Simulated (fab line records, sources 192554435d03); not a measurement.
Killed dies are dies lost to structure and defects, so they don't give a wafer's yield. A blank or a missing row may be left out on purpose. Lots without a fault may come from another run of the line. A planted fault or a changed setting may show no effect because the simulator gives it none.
Chamber matching | flow n5_finfet | N5_BEOL_M11_PECVD_70 on pecvd-01: 3 sister chambers
The step deposits SiO2 from TEOS/O2, target thk 20 nm, time 22.7 s. 6 wafers are shown with their chamber, then 7 later ones without.

WAFERS WITH THEIR CHAMBER
wafer  | chamber | throttle_valve_pct (%) | heater_power_w (W)
L077.6 | 2       | 23.8                   | 495
L089.1 | 2       | 24.3                   | 492
L093.5 | 1       | 24.4                   | 579
L093.6 | 0       | 21.4                   | 520
L092.1 | 1       | 24.3                   | 670
L092.3 | 0       | 21.5                   | 634

WAFERS WITHOUT THEIR CHAMBER
wafer  | throttle_valve_pct (%) | heater_power_w (W)
L092.5 | 24.1                   | 649
L095.2 | 24.2                   | 659
L095.5 | 24.4                   | 642
L095.6 | 21.3                   | 515
L097.2 | 21.4                   | 627
L097.4 | 21.2                   | 620
L097.6 | 24.4                   | 577

WHICH CHAMBER EACH WENT THROUGH
wafer  | from the rows above     | in truth
L092.5 | can't be placed: 1 or 2 | 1
L095.2 | can't be placed: 1 or 2 | 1
L095.5 | 1                       | 1
L095.6 | 0                       | 0
L097.2 | 0                       | 0
L097.4 | 0                       | 0
L097.6 | can't be placed: 1 or 2 | 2
Placed correctly: 4 of 7. Can't be placed from these rows: 3 (the true chamber is among the candidates in 3). Placed wrongly: 0.
How it was worked out, from the rows above alone: a wafer's distance from a chamber is the root of the sum, over the readings, of the square of ((its reading less the chamber's mean) divided by the reading's scatter). The wafer belongs to the nearest chamber; if the next one is less than 2 further off, it can't be placed. A chamber's mean is the mean of its shown wafers. The scatter: the root of (the sum of the squares of (reading less its chamber's mean) over the shown wafers, divided by (wafers less chambers)).
